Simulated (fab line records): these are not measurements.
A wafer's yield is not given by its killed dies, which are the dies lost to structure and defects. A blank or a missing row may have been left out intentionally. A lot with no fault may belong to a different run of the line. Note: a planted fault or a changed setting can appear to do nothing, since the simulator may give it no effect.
fab line records	flow nandHarc
[record] lots = 12	wafers = 36	lastDay = 24
route steps=1159 shown A_WL_FILL@822 A_CONTACT@851 END@1159
lots that met no fault: from a run of the same line without faults
startH: hours from the record's first day to the start of the lot's first wafer shown	waitH: hours from the lot's prior step to this one	" repeats the value in the row above	L1.1+2: a row that stands for several wafers	- no value, or no start was given	* or withheld: withheld	< > ~ a bound
route shown NAME@n: names a module that has steps shown in the file, with the first one's number in the route	usual: the fault-free wafers' mean and standard deviation	same: alike in all rows	chamber/n: place in a boat	sites: each site's reading	_std_site: standard deviation across them	_edge_site: mean of outer sites minus mean of inner sites	radiusMm: how far each site lies from the wafer's centre	mask NAME#n: copy n	behind: the tool/chamber that last shaped the wafer	hold: why the lot was held/for how many hours/how that ended	device: the transistor (n, p or np) that didn't switch	end of line: the route-end tests of the same wafers	a step without rows: its recipe alone	killed: the dies lost at the first sort to structure and to defects; this is not the yield of the wafer	map: shows each die of a wafer: x if killed, . if not, _ if none is there
set.NAME: the setting the step ran with; set.NAME@STEP: the setting that earlier step ran with	model.NAME: the simulator's own value behind a step, which no gauge read
a sample of lots followed through the steps of the route, with each step as a table and each wafer as a row
services: when a tool's chamber went out of use (startH, in hours from the record's first day, below 0 if earlier), for how many hours, and the reason
[[steps]]
[step NHARC_A_WL_FILL_ALD_10]
[recipe] targetThkA = 500	pulseTimeS = 10	aldCycles = 500	tempC = 300	material = SiO2
[usual] heaterPowerW = 471/56	precursorPulseHeightRel = 1.000/0.019
lot.wafer	tool	chamber	startH	waitH	heaterPowerW	precursorPulseHeightRel
L241.2	aldHk-04	0	351.37	0.1	450	1.019
L241.5	"	0	353.42	2.1	460	1.009
L241.6	"	1	"	"	506	0.989
L242.4	aldHk-03	0	363.17	1.1	402	1.039
L242.3	"	2	365.23	3.1	467	1.032
L242.6	"	3	366.26	4.2	508	1.002
L245.3	aldHk-02	3	366.54	1.1	486	0.985
L245.1	"	0	"	"	537	0.987
L245.5	"	1	"	"	405	1.026
L246.4	aldHk-02	2	370.53	1.7	461	0.984
L246.3	"	3	"	"	488	0.957
L246.2	"	0	"	"	540	1.004
L248.1	aldHk-02	3	405.97	2.1	495	0.978
L248.6	"	1	407.98	4.1	402	1.013
L248.5	"	2	408.98	5.1	455	1.015
L251.3	aldHk-02	1	419.54	1.1	411	0.994
L251.6	"	3	420.56	2.1	502	1.050
L251.5	"	0	"	"	543	1.020
L250.4	aldHk-02	2	426.15	0.0	464	1.028
L250.3	"	3	"	"	486	1.001
L250.1	"	0	"	"	548	0.994
L253.1	aldHk-04	2	427.20	1.1	598	1.001
L253.6	"	0	428.23	2.1	408	0.999
L253.5	"	1	"	"	503	0.988
L252.1	aldHk-03	3	432.34	0.1	495	0.962
L252.2	"	2	433.89	1.6	460	1.027
L252.6	"	0	434.92	2.6	404	1.007
L255.1	aldHk-04	3	432.34	0.1	448	1.004
L255.2	"	1	433.37	1.1	510	0.991
L255.6	"	0	434.92	2.6	410	1.011
L257.2	aldHk-02	0	437.44	0.1	547	0.982
L257.4	"	1	"	"	400	0.971
L257.5	"	0	439.50	2.1	549	0.992
L261.1	aldHk-04	1	464.60	0.1	496	0.997
L261.4	"	2	"	"	583	1.008
L261.3	"	0	466.14	1.6	413	0.982
[step NHARC_A_WL_FILL_ALD_19]
[recipe] targetThkA = 20	pulseTimeS = 3	aldCycles = 100	tempC = 450	material = TiN
[usual] heaterPowerW = 1042/93	precursorPulseHeightRel = 0.999/0.019
lot.wafer	tool	chamber	startH	waitH	heaterPowerW	precursorPulseHeightRel
L241.2	aldMetal-02	2	361.83	0.1	1124	0.993
L241.5	"	1	"	"	1014	0.994
L241.6	"	2	"	"	1146	0.965
L245.3	aldMetal-03	1	375.59	0.1	1078	1.028
L245.1	"	3	"	"	983	0.996
L245.5	"	2	"	"	998	1.018
L242.3	aldMetal-04	2	375.62	0.1	1211	1.035
L242.4	"	0	"	"	1106	0.980
L242.6	"	2	"	"	1192	1.032
L246.3	aldMetal-04	3	380.78	0.1	930	1.070
L246.2	"	0	"	"	1096	0.983
L246.4	"	2	"	"	1199	0.988
L248.1	aldMetal-03	2	417.46	0.1	987	0.996
L248.6	"	0	"	"	1025	0.997
L248.5	"	1	"	"	1099	0.985
L251.3	aldMetal-03	2	428.89	0.1	1000	1.003
L251.6	"	1	"	"	1113	0.990
L251.5	"	2	"	"	1021	0.985
L250.3	aldMetal-04	2	436.65	0.1	1263	0.994
L250.4	"	0	"	"	1015	0.997
L250.1	"	1	"	"	958	1.025
L253.1	aldMetal-02	3	436.68	0.1	857	0.995
L253.5	"	2	"	"	1129	1.019
L253.6	"	3	"	"	890	0.995
L255.1	aldMetal-04	0	442.46	0.1	1028	0.983
L255.2	"	1	"	"	953	0.993
L255.6	"	1	"	"	934	0.993
L252.2	aldMetal-02	1	442.47	0.1	1058	1.008
L252.1	"	3	"	"	888	0.986
L252.6	"	0	"	"	1072	1.042
L257.2	aldMetal-02	0	447.55	0.1	1095	0.990
L257.4	"	2	"	"	1127	1.041
L257.5	"	1	"	"	1057	0.993
L261.1	aldMetal-03	0	474.93	0.1	1007	0.999
L261.3	"	2	"	"	992	0.999
L261.4	"	1	"	"	1102	1.027
[step NHARC_A_CONTACT_EXPOSE_39]
[recipe] na = 1.35	sigmaOuter = 0.8	doseMj = 58.79	maskId = A_CC_3
[usual] exposureDoseMJCm2 = 58.80/0.066	focusOffsetNm = -0.1/0.48
lot.wafer	tool	chamber	startH	waitH	mask	exposureDoseMJCm2	focusOffsetNm
L241.2	arfiScanner-03	0	371.47	-	A_CC_3#0	58.77	0.1
L241.5	"	0	"	"	A_CC_3#0	58.80	0.5
L241.6	"	0	"	"	A_CC_3#0	58.73	0.8
L245.1	arfiScanner-01	0	390.13	-	A_CC_3#0	58.88	0.0
L245.3	"	0	"	"	A_CC_3#0	58.83	-0.3
L245.5	"	0	"	"	A_CC_3#0	58.89	0.6
L242.3	arfiScanner-02	0	394.24	-	A_CC_3#0	58.88	0.2
L242.4	"	0	"	"	A_CC_3#0	58.88	-0.3
L242.6	"	0	"	"	A_CC_3#0	58.90	0.2
L246.2	arfiScanner-02	0	401.01	-	A_CC_3#0	58.85	-0.6
L246.3	"	0	"	"	A_CC_3#0	58.87	-0.4
L246.4	"	0	"	"	A_CC_3#0	58.88	-1.0
L248.1	arfiScanner-01	0	426.43	-	A_CC_3#0	58.78	0.0
L248.5	"	0	"	"	A_CC_3#0	58.89	0.6
L248.6	"	0	"	"	A_CC_3#0	58.88	1.1
L251.3	arfiScanner-02	0	442.88	-	A_CC_3#0	58.82	0.1
L251.5	"	0	"	"	A_CC_3#0	58.85	-0.2
L251.6	"	0	"	"	A_CC_3#0	58.79	0.1
L250.1	arfiScanner-02	0	447.63	-	A_CC_3#0	79.87	0.2
L250.3	"	0	"	"	A_CC_3#0	79.82	0.4
L250.4	"	0	"	"	A_CC_3#0	79.82	1.0
L253.1	arfiScanner-02	0	447.89	-	A_CC_3#0	75.62	-0.4
L253.5	"	0	"	"	A_CC_3#0	75.62	-0.3
L253.6	"	0	"	"	A_CC_3#0	75.62	-0.8
L252.1	arfiScanner-02	0	453.89	-	A_CC_3#0	73.92	-0.7
L252.2	"	0	"	"	A_CC_3#0	73.98	0.2
L252.6	"	0	"	"	A_CC_3#0	73.95	-0.1
L255.1	arfiScanner-03	0	458.00	-	A_CC_3#0	58.91	-0.3
L255.2	"	0	"	"	A_CC_3#0	58.90	-0.1
L255.6	"	0	"	"	A_CC_3#0	58.90	0.0
L257.2	arfiScanner-01	0	459.68	-	A_CC_3#0	58.72	-0.7
L257.4	"	0	"	"	A_CC_3#0	58.76	-0.3
L257.5	"	0	"	"	A_CC_3#0	58.69	-0.7
L261.1	arfiScanner-03	0	492.33	-	A_CC_3#0	58.71	-0.2
L261.3	"	0	"	"	A_CC_3#0	58.66	-0.3
L261.4	"	0	"	"	A_CC_3#0	58.72	0.0
[step NHARC_A_CONTACT_CD_MEAS_42]
[recipe] targetCdNm = 200	landingEnergyEv = 500
[usual] cdNm = 200.1/0.6
lot.wafer	tool	chamber	startH	waitH	cdNm
L241.2	cdSem-02	0	371.61	-	200.0
L241.5	"	0	"	"	200.1
L241.6	"	0	"	"	200.5
L245.1	cdSem-01	0	390.27	-	201.0
L245.3	"	0	"	"	200.2
L245.5	"	0	"	"	200.6
L242.3	cdSem-01	0	394.38	-	199.9
L242.4	"	0	"	"	199.8
L242.6	"	0	"	"	199.9
L246.2	cdSem-01	0	401.15	-	200.2
L246.3	"	0	"	"	200.0
L246.4	"	0	"	"	201.7
L248.1	cdSem-03	0	426.57	-	200.8
L248.5	"	0	"	"	200.7
L248.6	"	0	"	"	199.3
L251.3	cdSem-03	0	443.02	-	199.9
L251.5	"	0	"	"	202.0
L251.6	"	0	"	"	199.7
L250.1	cdSem-02	0	447.77	-	216.3
L250.3	"	0	"	"	216.7
L250.4	"	0	"	"	216.3
L253.1	cdSem-01	0	448.03	-	213.5
L253.5	"	0	"	"	213.3
L253.6	"	0	"	"	214.8
L252.1	cdSem-03	0	454.03	-	212.5
L252.2	"	0	"	"	212.2
L252.6	"	0	"	"	211.9
L255.1	cdSem-02	0	458.14	-	200.0
L255.2	"	0	"	"	200.9
L255.6	"	0	"	"	201.2
L257.2	cdSem-03	0	459.82	-	200.2
L257.4	"	0	"	"	200.0
L257.5	"	0	"	"	200.9
L261.1	cdSem-02	0	492.47	-	199.9
L261.3	"	0	"	"	200.5
L261.4	"	0	"	"	199.5
[step NHARC_A_CONTACT_DESCUM_47]
[recipe] timeS = 3	o2FlowSccm = 200	arFlowSccm = 0	biasPowerW = 0	chemistry = O2
[usual] drypumpMotorCurrentA = 5.7/0.42	oesProductAu = 1.004/0.013	rfVppV = 57.8/0.89	showerheadPlenumPTorr = 1.92/0.061	throttleValvePct = 11.312/0.0092
lot.wafer	tool	chamber	startH	waitH	drypumpMotorCurrentA	oesProductAu	rfHoursCounterH	rfVppV	showerheadPlenumPTorr	throttleValvePct
L241.2	rieDiel-13	3	371.82	0.1	5.6	1.005	30	58.3	2.01	11.310
L241.5	"	1	"	"	5.6	0.994	-	58.4	2.00	11.306
L241.6	"	2	"	"	6.0	1.019	-	58.0	2.01	11.313
L245.1	rieDiel-05	2	390.47	0.1	6.4	1.016	9	57.1	1.81	11.306
L245.3	"	1	"	"	5.2	0.991	9	57.4	1.96	11.309
L245.5	"	3	"	"	5.4	1.007	-	58.6	1.90	11.305
L242.3	rieDiel-05	3	394.58	0.1	5.4	1.006	8	58.2	1.89	11.303
L242.4	"	0	"	"	5.4	1.009	-	57.2	1.95	11.305
L242.6	"	3	"	"	5.4	0.997	-	55.7	1.89	11.302
L246.2	rieDiel-05	0	401.34	0.1	5.4	1.010	10	57.9	1.95	11.324
L246.4	"	1	"	"	5.2	0.981	11	58.1	1.96	11.336
L246.3	"	2	"	"	6.4	1.007	12	56.7	1.81	11.305
L248.1	rieDiel-07	2	426.78	0.1	5.9	1.021	4	57.3	1.90	11.328
L248.6	"	1	"	"	6.1	0.981	-	58.1	1.91	11.313
L248.5	"	2	"	"	5.8	1.024	-	57.5	1.90	11.322
L251.3	rieDiel-07	0	443.20	0.1	6.3	1.014	12	58.6	1.87	11.314
L251.5	"	0	"	"	6.3	0.995	-	57.6	1.87	11.300
L251.6	"	1	"	"	6.1	0.985	-	57.4	1.90	11.329
L250.1	rieDiel-13	1	447.96	0.1	5.6	0.997	56	59.5	1.99	11.325
L250.4	"	2	"	"	6.0	1.022	56	58.5	2.00	11.318
L250.3	"	3	"	"	5.6	0.990	57	59.1	2.00	11.308
L253.1	rieDiel-07	2	448.24	0.1	5.9	1.027	12	59.3	1.90	11.308
L253.6	"	1	"	"	6.0	0.995	-	56.9	1.90	11.314
L253.5	"	2	"	"	5.9	1.026	-	57.6	1.90	11.318
L252.1	rieDiel-07	3	454.23	0.1	5.8	1.006	14	58.6	1.93	11.309
L252.2	"	0	"	"	6.3	0.994	15	58.5	1.87	11.320
L252.6	"	3	"	"	5.8	1.011	-	58.7	1.93	11.312
L255.2	rieDiel-05	2	458.38	0.1	6.4	1.016	21	56.9	1.81	11.320
L255.1	"	0	"	"	5.4	1.009	21	56.8	1.95	11.313
L255.6	"	1	"	"	5.2	0.992	-	58.5	1.95	11.301
L257.2	rieDiel-05	2	460.00	0.1	6.4	1.018	22	57.1	1.81	11.313
L257.4	"	3	"	"	5.4	0.985	22	56.6	1.89	11.308
L257.5	"	3	"	"	5.4	0.984	-	57.2	1.89	11.303
L261.4	rieDiel-05	3	492.66	0.1	5.4	0.984	30	56.7	1.89	11.320
L261.3	"	0	"	"	5.4	1.012	29	57.8	1.94	11.319
L261.1	"	2	"	"	6.4	1.004	31	56.8	1.81	11.306
[step NHARC_END_SORT_01]
[recipe] tempC = 25
[usual] killedAtArray = 29/11	killedAtOther = 0.5/0.89	killedAtPeriphery = 3.3/2	killedDies = 32/11	killedOpen = 3.1/1.9	killedShort = 2.3/1.6
[same] grossDies = 677
lot.wafer	tool	chamber	startH	waitH	killedAtArray	killedAtOther	killedAtPeriphery	killedDies	killedOpen	killedShort
L245.1	prober-02	0	460.93	2.5	15	1	7	23	3	4
L245.3	prober-02	0	462.50	3.1	12	0	4	16	3	1
L245.5	prober-02	0	464.08	3.7	9	1	3	13	2	2
L242.3	prober-01	0	467.16	3.1	32	0	3	35	4	3
L242.4	prober-01	0	467.95	3.4	24	0	6	30	2	2
L242.6	prober-01	0	469.54	4.0	28	0	3	31	0	2
L251.3	prober-01	0	512.68	3.1	18	0	1	19	4	1
L251.5	prober-01	0	514.28	3.7	17	1	3	21	5	2
L251.6	prober-01	0	515.08	4.0	22	1	2	25	2	6
L253.1	prober-02	0	518.85	2.5	30	0	3	33	4	5
L253.5	prober-02	0	522.02	3.7	22	1	2	25	5	1
L253.6	prober-02	0	522.81	4.0	32	0	1	33	7	1
L250.1	prober-01	0	518.90	2.5	39	0	6	45	0	5
L250.3	prober-01	0	520.50	3.1	34	0	1	35	2	2
L250.4	prober-01	0	521.31	3.4	30	0	3	33	3	4
L252.1	prober-01	0	538.74	2.5	34	1	4	39	2	1
L252.2	prober-01	0	539.53	2.8	45	0	5	50	8	3
L252.6	prober-01	0	542.72	4.0	34	0	1	35	5	3
L255.1	prober-01	0	546.45	2.4	36	1	0	37	1	3
L255.2	prober-01	0	547.26	2.8	34	1	3	38	3	1
L255.6	prober-01	0	550.50	4.1	30	0	2	32	4	2
// killed by level:class
L245.1 P_BONDPAD:chamberFilmFlake=3 A_CHANNEL_HOLE_D1:chamberFilmFlake=3 A_STAIRCASE:chamberFilmFlake=3 A_M0:geometricParticle:short=2 A_ZERO_WELL:chamberFilmFlake=2 P_GATE:geometricParticle:short=1 P_M0:geometricParticle:short=1 A_CHANNEL_FILL_D1:geometricParticle:open=1
L245.3 A_CHANNEL_HOLE_D1:chamberFilmFlake=5 P_ZERO_WELL:chamberFilmFlake=3 A_STAIRCASE:chamberFilmFlake=2 A_CHANNEL_HOLE_D1:geometricParticle:open=1 A_CHANNEL_FILL_D1:geometricParticle:open=1 A_CHANNEL_FILL_D1:geometricParticle:short=1 A_M0:geometricParticle:open=1 P_BONDPAD:chamberFilmFlake=1
L245.5 A_CHANNEL_HOLE_D1:chamberFilmFlake=4 P_GATE:geometricParticle:short=1 A_WL_FILL:geometricParticle:short=1 A_M1:geometricParticle:open=1 STARTING-WAFER:geometricParticle:open=1 P_STI:chamberFilmFlake=1 P_M1:chamberFilmFlake=1 A_CHANNEL_FILL_D1:chamberFilmFlake=1
L242.3 A_CHANNEL_HOLE_D1:chamberFilmFlake=13 A_CONTACT:chamberFilmFlake=7 A_ONON_D1:geometricParticle:short=2 A_M0:geometricParticle:open=2 A_STAIRCASE:chamberFilmFlake=2 P_GATE:geometricParticle:open=1 A_CHANNEL_FILL_D1:geometricParticle:short=1 A_WL_FILL:geometricParticle:open=1
L242.4 A_CHANNEL_HOLE_D1:chamberFilmFlake=13 A_CONTACT:chamberFilmFlake=7 P_GATE:chamberFilmFlake=3 A_CONTACT:geometricParticle:short=2 P_CONTACT:geometricParticle:open=1 P_M0:geometricParticle:open=1 P_CONTACT:chamberFilmFlake=1 A_ZERO_WELL:chamberFilmFlake=1
L242.6 A_CHANNEL_HOLE_D1:chamberFilmFlake=13 A_CONTACT:chamberFilmFlake=10 P_CONTACT:chamberFilmFlake=2 A_STAIRCASE:chamberFilmFlake=2 A_CHANNEL_FILL_D1:geometricParticle:short=1 A_CONTACT:geometricParticle:short=1 P_GATE:chamberFilmFlake=1 A_ZERO_WELL:chamberFilmFlake=1
L251.3 A_CONTACT:chamberFilmFlake=5 A_CHANNEL_FILL_D1:chamberFilmFlake=4 A_CHANNEL_HOLE_D1:chamberFilmFlake=3 A_ONON_D1:geometricParticle:open=1 A_CHANNEL_FILL_D1:geometricParticle:short=1 A_CHANNEL_FILL_D1:geometricParticle:open=1 A_CONTACT:geometricParticle:open=1 A_BLC:geometricParticle:open=1
L251.5 A_CHANNEL_HOLE_D1:chamberFilmFlake=5 A_CONTACT:chamberFilmFlake=4 A_M0:geometricParticle:open=3 P_ZERO_WELL:chamberFilmFlake=3 A_CHANNEL_HOLE_D1:geometricParticle:open=1 A_STAIRCASE:geometricParticle:short=1 A_CONTACT:geometricParticle:open=1 STARTING-WAFER:geometricParticle:short=1
L251.6 A_CHANNEL_HOLE_D1:chamberFilmFlake=7 A_CONTACT:chamberFilmFlake=6 A_CHANNEL_FILL_D1:chamberFilmFlake=3 P_STI:geometricParticle:short=1 P_M0:geometricParticle:open=1 A_CHANNEL_HOLE_D1:geometricParticle:short=1 A_STAIRCASE:geometricParticle:short=1 A_SGD_CUT:geometricParticle:short=1
L253.1 A_CHANNEL_HOLE_D1:chamberFilmFlake=22 P_CONTACT:geometricParticle:open=2 A_CONTACT:chamberFilmFlake=2 P_M2:geometricParticle:short=1 A_ONON_D1:geometricParticle:short=1 A_CHANNEL_FILL_D1:geometricParticle:short=1 A_CHANNEL_FILL_D1:geometricParticle:open=1 A_SGD_CUT:geometricParticle:open=1
L250.1 A_SLIT:chamberFilmFlake=17 A_CHANNEL_HOLE_D1:chamberFilmFlake=12 P_GATE:chamberFilmFlake=3 A_STAIRCASE:chamberFilmFlake=2 A_WL_FILL:chamberFilmFlake=2 A_CONTACT:chamberFilmFlake=2 P_M0:geometricParticle:short=1 A_ONON_D1:geometricParticle:short=1
L250.3 A_SLIT:chamberFilmFlake=13 A_CHANNEL_HOLE_D1:chamberFilmFlake=8 A_STAIRCASE:chamberFilmFlake=5 A_CONTACT:chamberFilmFlake=5 A_WL_FILL:geometricParticle:short=2 P_CONTACT:geometricParticle:open=1 A_BLC:geometricParticle:open=1
L250.4 A_SLIT:chamberFilmFlake=13 A_CHANNEL_HOLE_D1:chamberFilmFlake=9 A_CHANNEL_FILL_D1:geometricParticle:short=3 A_CHANNEL_FILL_D1:geometricParticle:open=2 P_M0:geometricParticle:open=1 A_WL_FILL:geometricParticle:short=1 P_CONTACT:chamberFilmFlake=1 P_M2:chamberFilmFlake=1
L253.5 A_CHANNEL_HOLE_D1:chamberFilmFlake=16 P_M1:geometricParticle:open=2 A_CHANNEL_FILL_D1:geometricParticle:short=1 A_WL_FILL:geometricParticle:open=1 A_CONTACT:geometricParticle:open=1 A_BLC:geometricParticle:open=1 A_STAIRCASE:chamberFilmFlake=1 A_CONTACT:chamberFilmFlake=1
L253.6 A_CHANNEL_HOLE_D1:chamberFilmFlake=23 A_CONTACT:geometricParticle:open=4 A_STAIRCASE:chamberFilmFlake=2 P_M2:geometricParticle:open=1 A_WL_FILL:geometricParticle:short=1 A_WL_FILL:geometricParticle:open=1 A_M0:geometricParticle:open=1
L252.1 A_CHANNEL_HOLE_D1:chamberFilmFlake=20 A_CONTACT:chamberFilmFlake=6 P_ZERO_WELL:chamberFilmFlake=3 A_BLC:chamberFilmFlake=3 A_STAIRCASE:chamberFilmFlake=2 P_M0:geometricParticle:open=1 A_CHANNEL_FILL_D1:geometricParticle:open=1 A_CHANNEL_FILL_D1:geometricParticle:short=1
L252.2 A_CHANNEL_HOLE_D1:chamberFilmFlake=23 A_CONTACT:chamberFilmFlake=6 A_BLC:chamberFilmFlake=5 A_STAIRCASE:chamberFilmFlake=3 P_M1:geometricParticle:open=2 A_WL_FILL:chamberFilmFlake=2 P_CONTACT:geometricParticle:open=1 P_M0:geometricParticle:open=1
L252.6 A_CHANNEL_HOLE_D1:chamberFilmFlake=20 A_ONON_D1:geometricParticle:open=2 A_STAIRCASE:chamberFilmFlake=2 A_CONTACT:chamberFilmFlake=2 A_ONON_D1:geometricParticle:short=1 A_SGD_CUT:geometricParticle:short=1 A_WL_FILL:geometricParticle:open=1 A_CONTACT:geometricParticle:short=1
L255.1 A_CHANNEL_HOLE_D1:chamberFilmFlake=18 A_STAIRCASE:chamberFilmFlake=8 A_CHANNEL_FILL_D1:chamberFilmFlake=2 A_SGD_CUT:chamberFilmFlake=2 A_ONON_D1:geometricParticle:short=1 A_STAIRCASE:geometricParticle:short=1 A_SLIT:geometricParticle:short=1 A_M0:geometricParticle:open=1
L255.2 A_CHANNEL_HOLE_D1:chamberFilmFlake=18 A_CONTACT:chamberFilmFlake=4 A_M1:chamberFilmFlake=4 A_CHANNEL_FILL_D1:chamberFilmFlake=2 A_STAIRCASE:chamberFilmFlake=2 A_WL_FILL:chamberFilmFlake=2 P_GATE:geometricParticle:open=1 P_M2:geometricParticle:open=1
L255.6 A_CHANNEL_HOLE_D1:chamberFilmFlake=15 A_CONTACT:chamberFilmFlake=6 P_M1:chamberFilmFlake=2 A_ONON_D1:geometricParticle:open=1 A_CHANNEL_FILL_D1:geometricParticle:open=1 A_CHANNEL_FILL_D1:geometricParticle:short=1 A_WL_FILL:geometricParticle:open=1 A_CONTACT:geometricParticle:short=1
[[services]]
tool	chamber	startH	hours	kind
rieDiel-05	-	340.79	9.0	pm
rieDiel-05	0	340.79	9.0	ventCycle
rieDiel-05	1	340.79	9.0	ventCycle
aldMetal-02	-	364.00	10.0	pm
arfiScanner-01	-	368.00	4.0	pm
rieDiel-13	-	377.73	0.4	repair
aldMetal-04	-	378.15	0.4	repair
rieDiel-05	1	392.31	2.7	repair
arfiScanner-03	-	401.68	13.8	repair
rieDiel-07	-	405.27	9.0	pm
aldMetal-04	-	406.00	10.0	pm
arfiScanner-02	-	428.00	4.0	pm
rieDiel-05	3	429.14	11.9	repair
aldMetal-02	3	430.15	3.2	repair
aldMetal-04	-	435.60	0.7	repair
arfiScanner-03	-	437.75	11.6	repair
aldMetal-03	0	453.21	8.1	repair
rieDiel-13	-	453.44	9.0	pm
aldMetal-04	3	456.37	3.1	repair
aldHk-02	-	459.06	10.0	pm
arfiScanner-02	-	470.59	0.7	repair
arfiScanner-03	-	484.00	4.0	pm
rieDiel-07	-	489.58	0.3	repair
arfiScanner-02	-	489.97	2.7	repair
[[key]]
[firstSign] step = NHARC_A_CONTACT_EXPOSE_39	reading = exposureDoseMJCm2	direction = up	sigmas = 99+	usual = 58.80	struck = 76.47
[effect] step = NHARC_A_CONTACT_CD_MEAS_42	reading = cdNm	direction = up	sigmas = 23	usual = 200.1	struck = 214.2	through = controlLoop
metAt NHARC_A_CONTACT_EXPOSE_39
struckLots L250,L252,L253
testerLeftOut L250,L252,L253
[loopTrim] step = NHARC_A_CONTACT_EXPOSE_39	setting = dose	lots = L252,L253
notActingAt NHARC_A_WL_FILL_ALD_10,NHARC_A_WL_FILL_ALD_19,NHARC_A_CONTACT_DESCUM_47
onsetBetween 442.88 447.63
[fault] kind = processParameterDrift	tool = arfiScanner-02	chamber = -	onsetH = 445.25	steps = NHARC_A_CONTACT_EXPOSE_39	channel = doseMj	offset = 21.044	shape = step	actsIn = theseRecipesOnly	stated = 58.79
// testerLeftOut: of these lots the tester's yield and bins aren't shown, on N5 and GAA mostly nor the transistor test; their killed dies are dies lost to structure and defects alone, not to doping, threshold or leakage, so they don't give the yield
// loopTrim: a control loop set the setting to another value than it would have without faults
